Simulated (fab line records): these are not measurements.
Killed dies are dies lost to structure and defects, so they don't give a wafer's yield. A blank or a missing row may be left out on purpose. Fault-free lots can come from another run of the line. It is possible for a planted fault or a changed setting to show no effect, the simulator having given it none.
fab line records -- flow nand_harc
[record] lots = 13, wafers = 37, last_day = 24
route steps=1159 shown P_BONDPAD@372 A_ZERO_WELL@403 A_ONON_D1@430 END@1159
lots untouched by any fault: they come from a run of this same line in which no faults occurred
start_h: hours from the record's first day to the start of the lot's first wafer shown -- wait_h: hours since the lot's step before -- " the same as in the row above -- L1.1+2: several wafers, shown together as one row -- - no value, or no start given -- * or withheld: withheld -- < > ~ a bound
route shown NAME@n: NAME is a module with steps in the file, n the number in the route of the first one -- usual: mean/standard deviation taken from wafers without a fault -- same: alike in all rows -- chamber/n: place in a boat -- sites: the reading at each site -- _std_site: the standard deviation of these -- _edge_site: outer sites' mean less inner sites' -- radius_mm: for every site, how far away it sits from the centre of the wafer -- mask NAME#n: copy n -- behind: the last tool/chamber to shape the wafer -- hold: cause of the lot's hold/its duration in hours/its outcome -- device: the n, p or np transistor that did not switch -- end of line: the route-end tests of the same wafers -- a step with no rows: only its recipe -- killed: dies that structure and defects cost at the first sort, which is not the same as the wafer's yield -- map: the dies of a wafer, with x for killed, . for not killed, _ for no die there
set.NAME: the setting as run; set.NAME@STEP: as run at that earlier step -- model.NAME: the simulator's own value behind a step, which no gauge read
steps of the route over a sample of lots; a table a step, a row a wafer
services: the hour from which a tool's chamber was out of use, counted from the record's first day as start_h (under 0 if before that day), plus the number of hours and why
[[steps]]
[step NHARC_P_BONDPAD_ETCH_24]
[recipe] target_depth_a = 300, over_etch_frac = 0.3, time_s = 72.99, ion_energy_ev = 150, cf4_flow_sccm = 50, n2_flow_sccm = 100, ar_flow_sccm = 150, rf_w = 300, bias_w = 100, chemistry = CF4/N2
[usual] drypump_motor_current_A = 5.4/0.46, n2_flow_sccm = 99.92/0.3, oes_product_au = 0.997/0.013, rf_vpp_V = 315.2/1.8, showerhead_plenum_p_Torr = 2.69/0.092, throttle_valve_pct = 19.793/0.0088
lot.wafer,tool,chamber,start_h,wait_h,drypump_motor_current_A,n2_flow_sccm,oes_product_au,rf_hours_counter_h,rf_vpp_V,showerhead_plenum_p_Torr,throttle_valve_pct
L447.4,rie_diel-13,0,-,-,6.6,99.41,1.008,10,318.4,2.83,19.791
L447.1,rie_diel-13,1,-,-,5.5,99.81,1.004,10,314.9,2.69,19.794
L447.5,rie_diel-13,0,-,-,6.7,99.71,1.009,-,318.9,2.83,19.792
L449.2,rie_diel-03,3,-,-,4.9,100.04,0.972,9,317.9,2.82,19.796
L449.1,rie_diel-03,0,-,-,5.6,99.79,1.007,10,312.9,2.60,19.787
L449.6,rie_diel-03,2,-,-,4.9,100.02,0.991,-,315.4,2.74,19.778
L450.1,rie_diel-13,1,145.90,0.2,5.5,100.40,0.995,13,313.6,2.69,19.781
L450.4,rie_diel-13,0,145.90,0.2,6.6,99.57,1.006,-,318.1,2.83,19.799
L450.5,rie_diel-13,2,145.90,0.2,5.2,100.19,0.999,-,315.4,2.68,19.771
L451.3,rie_diel-03,3,-,-,4.9,99.68,0.973,10,318.6,2.81,19.795
L451.6,rie_diel-03,3,-,-,4.8,100.15,0.986,-,317.8,2.81,19.776
L451.5,rie_diel-03,0,-,-,5.6,100.31,1.015,-,314.5,2.60,19.800
L452.1,rie_diel-03,3,-,-,4.8,99.80,0.990,11,317.2,2.81,19.775
L452.2,rie_diel-03,2,-,-,4.9,99.38,0.996,12,316.9,2.74,19.794
L452.5,rie_diel-03,3,-,-,4.8,100.05,0.978,-,316.8,2.81,19.790
L455.1,rie_diel-03,2,177.10,0.2,4.9,99.86,0.999,12,315.1,2.74,19.795
L455.5,rie_diel-03,3,177.10,0.2,4.8,99.94,0.985,-,317.5,2.81,19.807
L457.1,rie_diel-03,2,-,-,4.9,99.68,0.985,14,315.6,2.74,19.797
L457.2,rie_diel-03,3,-,-,4.9,100.27,0.975,13,319.0,2.81,19.787
L457.4,rie_diel-03,0,-,-,5.6,100.57,1.007,13,313.6,2.60,19.787
L460.1,rie_diel-03,2,-,-,4.9,99.57,1.008,16,316.8,2.74,19.792
L460.4,rie_diel-03,3,-,-,4.9,99.37,0.980,14,317.9,2.81,19.790
L460.6,rie_diel-03,2,-,-,4.9,99.32,0.994,-,317.1,2.74,19.786
L459.3,rie_diel-03,3,-,-,4.9,100.05,0.978,14,316.8,2.81,19.790
L459.1,rie_diel-03,1,-,-,5.4,100.51,0.988,16,313.9,2.60,19.784
L462.3,rie_diel-13,2,-,-,5.2,100.13,1.015,45,316.0,2.67,19.798
L462.2,rie_diel-13,0,-,-,6.7,100.24,1.020,42,318.0,2.82,19.793
L462.5,rie_diel-13,2,-,-,5.2,99.52,1.012,-,313.4,2.67,19.802
L466.3,rie_diel-13,1,-,-,5.5,99.98,0.995,48,316.3,2.67,19.803
L466.2,rie_diel-13,2,-,-,5.2,100.16,0.992,54,314.1,2.66,19.788
L466.4,rie_diel-13,0,-,-,6.7,100.14,0.998,49,317.3,2.82,19.788
L468.3,rie_diel-03,0,-,-,5.6,100.09,1.022,3,313.2,2.60,19.785
L468.2,rie_diel-03,3,-,-,4.9,99.97,0.993,3,318.2,2.81,19.797
L468.5,rie_diel-03,0,-,-,5.6,100.21,1.026,-,313.9,2.60,19.788
L470.4,rie_diel-01,2,-,-,5.8,99.89,1.004,42,315.5,2.76,19.807
L470.2,rie_diel-01,3,-,-,6.1,99.88,1.001,42,314.9,2.67,19.790
L470.5,rie_diel-01,1,-,-,5.9,100.02,0.997,-,312.8,2.48,19.787
[step NHARC_A_ZERO_WELL_DESCUM_12]
[recipe] time_s = 3, o2_flow_sccm = 200, ar_flow_sccm = 0, bias_power_w = 0, chemistry = O2
[usual] drypump_motor_current_A = 5.7/0.42, oes_product_au = 1.000/0.015, rf_vpp_V = 57.8/0.99, showerhead_plenum_p_Torr = 1.90/0.072, throttle_valve_pct = 11.310/0.0097
lot.wafer,tool,chamber,start_h,wait_h,drypump_motor_current_A,oes_product_au,rf_hours_counter_h,rf_vpp_V,showerhead_plenum_p_Torr,throttle_valve_pct
L447.1,rie_diel-04,1,132.71,-,6.1,0.987,1,58.0,1.90,11.321
L447.4,rie_diel-04,2,132.71,-,5.2,0.991,1,57.1,1.88,11.301
L447.5,rie_diel-04,1,132.71,-,6.1,0.980,-,58.3,1.90,11.291
L449.1,rie_diel-07,0,145.11,-,6.2,1.001,9,58.5,1.81,11.313
L449.2,rie_diel-07,2,145.11,-,5.8,0.988,8,58.1,1.90,11.294
L449.6,rie_diel-07,1,145.11,-,6.1,0.991,-,56.4,1.78,11.327
L450.1,rie_diel-12,0,149.43,-,5.1,0.998,9,60.8,2.04,11.317
L450.4,rie_diel-12,2,149.43,-,5.1,0.997,7,58.9,1.86,11.302
L450.5,rie_diel-12,0,149.43,-,5.1,1.003,-,58.7,2.04,11.298
L451.3,rie_diel-04,2,159.35,-,5.2,0.980,2,58.3,1.88,11.291
L451.5,rie_diel-04,3,159.35,-,5.8,0.968,-,58.1,1.95,11.311
L451.6,rie_diel-04,0,159.35,-,5.6,0.997,-,58.0,1.90,11.307
L452.2,rie_diel-12,3,167.31,-,5.6,0.981,8,58.9,1.86,11.310
L452.1,rie_diel-12,1,167.31,-,6.2,1.008,7,57.8,1.92,11.318
L452.5,rie_diel-12,3,167.31,-,5.6,0.979,-,56.6,1.86,11.312
L455.1,rie_diel-12,2,180.60,-,5.1,0.993,8,56.9,1.86,11.302
L455.5,rie_diel-12,3,180.60,-,5.6,0.989,-,58.3,1.86,11.306
L457.1,rie_diel-12,3,192.40,-,5.6,0.984,9,56.5,1.86,11.302
L457.4,rie_diel-12,1,192.40,-,6.2,1.017,8,58.8,1.92,11.308
L457.2,rie_diel-12,2,192.40,-,5.1,0.996,9,57.0,1.86,11.320
L460.1,rie_diel-04,2,206.59,-,5.2,0.996,5,58.4,1.88,11.293
L460.4,rie_diel-04,0,206.59,-,5.6,1.006,6,59.8,1.90,11.316
L460.6,rie_diel-04,2,206.59,-,5.3,0.993,-,57.4,1.88,11.302
L459.3,rie_diel-04,2,207.92,-,5.2,0.989,5,57.1,1.88,11.323
L459.1,rie_diel-04,1,207.92,-,6.2,0.979,5,59.1,1.90,11.308
L462.2,rie_diel-04,0,230.18,-,5.6,1.003,8,58.4,1.90,11.312
L462.3,rie_diel-04,1,230.18,-,6.1,0.982,7,58.0,1.90,11.302
L462.5,rie_diel-04,3,230.18,-,5.8,0.983,-,57.7,1.95,11.294
L466.2,rie_diel-07,2,252.04,-,5.8,1.009,2,57.2,1.90,11.310
L466.4,rie_diel-07,0,252.04,-,6.2,1.010,2,57.2,1.80,11.313
L466.3,rie_diel-07,1,252.04,-,6.2,0.990,2,55.3,1.78,11.308
L468.2,rie_diel-07,3,260.95,-,5.6,1.015,3,57.3,2.02,11.311
L468.3,rie_diel-07,0,260.95,-,6.2,1.014,3,56.4,1.80,11.314
L468.5,rie_diel-07,3,260.95,-,5.6,1.020,-,57.4,2.02,11.320
L470.2,rie_diel-12,2,264.30,-,5.1,1.007,3,58.4,1.86,11.300
L470.4,rie_diel-12,3,264.30,-,5.6,1.002,3,58.4,1.86,11.307
L470.5,rie_diel-12,2,264.30,-,5.1,1.013,-,57.6,1.86,11.314
[step NHARC_A_ONON_D1_DEP_09]
[recipe] target_thk_a = 10000, n2_flow_sccm = 2750, n2o_flow_sccm = 2000, nh3_flow_sccm = 500, sih4_flow_sccm = 210, temp_c = 400
[usual] n2_flow_sccm = 2750/8.5
lot.wafer,tool,chamber,start_h,wait_h,n2_flow_sccm
L447.1,pecvd_onon-02,0,158.95,0.1,2748
L447.4,pecvd_onon-02,0,158.95,0.1,2754
L447.5,pecvd_onon-02,0,158.95,0.1,2750
L449.1,pecvd_onon-02,0,168.90,0.1,2740
L449.2,pecvd_onon-02,0,168.90,0.1,2748
L449.6,pecvd_onon-02,0,168.90,0.1,2744
L450.1,pecvd_onon-04,0,173.04,0.1,2742
L450.4,pecvd_onon-04,0,173.04,0.1,2747
L450.5,pecvd_onon-04,0,173.04,0.1,2753
L451.3,pecvd_onon-01,0,183.62,0.2,2744
L451.5,pecvd_onon-01,0,183.62,0.2,2748
L451.6,pecvd_onon-01,0,183.62,0.2,2740
L452.1,pecvd_onon-04,0,195.25,0.1,2756
L452.2,pecvd_onon-04,0,195.25,0.1,2753
L452.5,pecvd_onon-04,0,195.25,0.1,2748
L455.1,pecvd_onon-04,0,203.99,0.2,2756
L455.5,pecvd_onon-04,0,203.99,0.2,2736
L457.1,pecvd_onon-04,0,215.37,0.1,2744
L457.2,pecvd_onon-04,0,215.37,0.1,2742
L457.4,pecvd_onon-04,0,215.37,0.1,2736
L460.1,pecvd_onon-02,0,231.96,0.1,2760
L460.4,pecvd_onon-02,0,231.96,0.1,2758
L460.6,pecvd_onon-02,0,231.96,0.1,2747
L459.1,pecvd_onon-04,0,232.03,0.1,2733
L459.3,pecvd_onon-04,0,232.03,0.1,2736
L462.2,pecvd_onon-01,0,253.94,0.1,2746
L462.3,pecvd_onon-01,0,253.94,0.1,2762
L462.5,pecvd_onon-01,0,253.94,0.1,2754
L466.2,pecvd_onon-01,0,275.59,0.1,2740
L466.3,pecvd_onon-01,0,275.59,0.1,2754
L466.4,pecvd_onon-01,0,275.59,0.1,2758
L468.2,pecvd_onon-04,0,284.08,0.1,2765
L468.3,pecvd_onon-04,0,284.08,0.1,2773
L468.5,pecvd_onon-04,0,284.08,0.1,2760
L470.2,pecvd_onon-02,0,288.21,0.1,2755
L470.4,pecvd_onon-02,0,288.21,0.1,2749
L470.5,pecvd_onon-02,0,288.21,0.1,2763
[step NHARC_A_ONON_D1_THK_MEAS_11]
[recipe] thk_meas_gauge = ellipsometry
[usual] thk_nm = 996/9.1
lot.wafer,tool,chamber,start_h,wait_h,thk_nm
L447.1,film_metro-02,-,159.48,-,1001
L447.4,film_metro-02,-,159.48,-,1004
L447.5,film_metro-02,-,159.48,-,1003
L449.1,film_metro-01,-,169.41,-,1005
L449.2,film_metro-01,-,169.41,-,1006
L449.6,film_metro-01,-,169.41,-,1007
L450.1,film_metro-01,-,173.55,-,1006
L450.4,film_metro-01,-,173.55,-,1006
L450.5,film_metro-01,-,173.55,-,1008
L451.3,film_metro-02,-,184.01,-,996
L451.5,film_metro-02,-,184.01,-,997
L451.6,film_metro-02,-,184.01,-,996
L452.1,film_metro-01,-,195.75,-,998
L452.2,film_metro-01,-,195.75,-,996
L452.5,film_metro-01,-,195.75,-,998
L455.1,film_metro-02,-,204.50,-,1413
L455.5,film_metro-02,-,204.50,-,1015
L457.1,film_metro-02,-,215.88,-,1373
L457.2,film_metro-02,-,215.88,-,973
L457.4,film_metro-02,-,215.88,-,975
L460.1,film_metro-01,-,232.47,-,999
L460.4,film_metro-01,-,232.47,-,1002
L460.6,film_metro-01,-,232.47,-,998
L459.1,film_metro-02,-,232.54,-,1400
L459.3,film_metro-02,-,232.54,-,1401
L462.2,film_metro-02,-,254.39,-,994
L462.3,film_metro-02,-,254.39,-,991
L462.5,film_metro-02,-,254.39,-,994
L466.2,film_metro-02,-,276.04,-,988
L466.3,film_metro-02,-,276.04,-,988
L466.4,film_metro-02,-,276.04,-,989
L468.2,film_metro-02,-,284.53,-,994
L468.3,film_metro-02,-,284.53,-,992
L468.5,film_metro-02,-,284.53,-,996
L470.2,film_metro-02,-,288.67,-,986
L470.4,film_metro-02,-,288.67,-,987
L470.5,film_metro-02,-,288.67,-,987
[step NHARC_END_SORT_01]
[recipe] temp_c = 25
[usual] killed_at_array = 27/9.9, killed_at_other = 0.5/0.76, killed_at_periphery = 3.4/2.2, killed_dies = 31/10, killed_open = 3.3/2, killed_short = 2.0/1.5
[same] gross_dies = 677
lot.wafer,tool,chamber,start_h,wait_h,killed_at_array,killed_at_other,killed_at_periphery,killed_dies,killed_open,killed_short
L455.1,prober-01,0,483.89,2.5,665,2,10,677,4,2
L455.5,prober-01,0,487.16,3.8,12,0,8,20,4,4
L457.1,prober-01,0,492.84,2.5,668,3,6,677,4,0
L457.2,prober-01,0,493.63,2.8,9,1,5,15,1,1
L457.4,prober-01,0,495.22,3.4,13,0,5,18,3,1
L459.1,prober-01,0,517.51,2.5,674,0,3,677,8,7
L459.3,prober-01,0,519.11,3.1,674,0,3,677,3,0
// killed by level:class
L455.1 A_ONON_D1:area_dep=649 A_STAIRCASE:chamber_film_flake=5 P_M1:chamber_film_flake=4 P_GATE:geometric_particle:open=2 P_GATE:chamber_film_flake=2 A_CHANNEL_HOLE_D1:chamber_film_flake=2 A_CONTACT:chamber_film_flake=2 A_M1:chamber_film_flake=2
L455.5 P_M1:chamber_film_flake=6 A_CHANNEL_HOLE_D1:chamber_film_flake=3 P_CONTACT:geometric_particle:open=1 A_SOURCE_PLATE:geometric_particle:short=1 A_ONON_D1:geometric_particle:open=1 A_SGD_CUT:geometric_particle:open=1 A_SGD_CUT:geometric_particle:short=1 A_CONTACT:geometric_particle:short=1
L457.1 A_ONON_D1:area_dep=658 A_CHANNEL_HOLE_D1:chamber_film_flake=4 P_STI:chamber_film_flake=3 THIN_TSV:chamber_film_flake=3 P_GATE:chamber_film_flake=2 A_STAIRCASE:chamber_film_flake=2 P_M0:geometric_particle:open=1 A_CHANNEL_FILL_D1:geometric_particle:open=1
L457.2 A_CHANNEL_HOLE_D1:chamber_film_flake=5 A_STAIRCASE:chamber_film_flake=3 P_STI:chamber_film_flake=2 P_GATE:geometric_particle:short=1 P_CONTACT:geometric_particle:open=1 P_ZERO_WELL:chamber_film_flake=1 A_CONTACT:chamber_film_flake=1 THIN_TSV:chamber_film_flake=1
L457.4 A_CONTACT:chamber_film_flake=5 P_M1:chamber_film_flake=3 A_CHANNEL_HOLE_D1:chamber_film_flake=2 A_CHANNEL_HOLE_D1:geometric_particle:open=1 A_BLC:geometric_particle:open=1 A_M0:geometric_particle:short=1 A_M0:geometric_particle:open=1 P_ZERO_WELL:chamber_film_flake=1
L459.1 A_ONON_D1:area_dep=650 A_CHANNEL_HOLE_D1:chamber_film_flake=6 A_CONTACT:geometric_particle:open=2 A_BLC:geometric_particle:open=2 A_M0:geometric_particle:open=2 A_ZERO_WELL:chamber_film_flake=2 A_CHANNEL_FILL_D1:chamber_film_flake=2 P_CONTACT:geometric_particle:short=1
L459.3 A_ONON_D1:area_dep=662 A_CHANNEL_HOLE_D1:chamber_film_flake=4 A_CONTACT:chamber_film_flake=3 P_M0:chamber_film_flake=2 P_M2:geometric_particle:open=1 A_SOURCE_PLATE:geometric_particle:open=1 A_CONTACT:geometric_particle:open=1 A_CHANNEL_FILL_D1:chamber_film_flake=1
[[services]]
tool,chamber,start_h,hours,kind
pecvd_onon-02,-,111.49,13.0,pm
rie_diel-04,-,111.90,9.0,pm
rie_diel-07,2,126.09,3.7,repair
rie_diel-13,1,136.67,2.8,repair
rie_diel-04,-,140.09,2.1,repair
rie_diel-13,3,143.82,13.9,repair
rie_diel-03,0,175.42,5.3,repair
rie_diel-07,-,187.58,0.8,repair
rie_diel-12,-,202.40,9.0,pm
rie_diel-03,1,204.63,11.4,repair
pecvd_onon-02,-,208.27,11.4,repair
rie_diel-13,0,209.33,2.1,repair
rie_diel-04,3,212.54,5.6,repair
rie_diel-03,-,215.38,9.0,pm
rie_diel-12,1,222.74,2.9,repair
rie_diel-03,-,226.20,0.3,repair
pecvd_onon-04,-,237.09,13.0,pm
rie_diel-04,-,238.44,8.1,repair
rie_diel-04,1,252.84,10.6,repair
rie_diel-12,3,267.96,20.8,repair
rie_diel-13,-,276.27,9.0,pm
rie_diel-04,1,279.67,3.1,repair
rie_diel-03,3,281.12,3.6,repair
rie_diel-12,0,282.51,5.6,repair
[[key]]
[first_sign] step = NHARC_A_ONON_D1_THK_MEAS_11, reading = thk_nm, direction = up, sigmas = 44, usual = 996, struck = 1397
[effect] step = NHARC_END_SORT_01, reading = killed_at_array, direction = up, sigmas = 65, usual = 27, struck = 670
[more_kills_born_at] NHARC_A_ONON_D1_DEP_09@pecvd_onon-04 = 2619
met_at NHARC_A_ONON_D1_DEP_09
struck_lots L455,L457,L459
struck_wafers L455.1,L457.1,L459.1,L459.3
later_rows_left_out L455.1,L457.1,L459.1,L459.3
tester_left_out L455,L457,L459
not_acting_at NHARC_P_BONDPAD_ETCH_24,NHARC_A_ZERO_WELL_DESCUM_12
onset_between 195.25 203.99
[fault] kind = process_parameter_drift, tool = pecvd_onon-04, chamber = -, onset_h = 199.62, steps = NHARC_A_ONON_D1_DEP_09, channel = target_thk_a, offset = *, shape = step, end_h = 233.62, scope = struck_wafers_only, acts_in = *, stated = *
// tester_left_out: of these lots the tester's yield and bins aren't shown, on N5 and GAA mostly nor the transistor test; their killed dies are dies lost to structure and defects alone, not to doping, threshold or leakage, so they don't give the yield
// later_rows_left_out: the simulator's readings of these wafers behind a module that went badly wrong aren't trusted and aren't shown, but for the sort
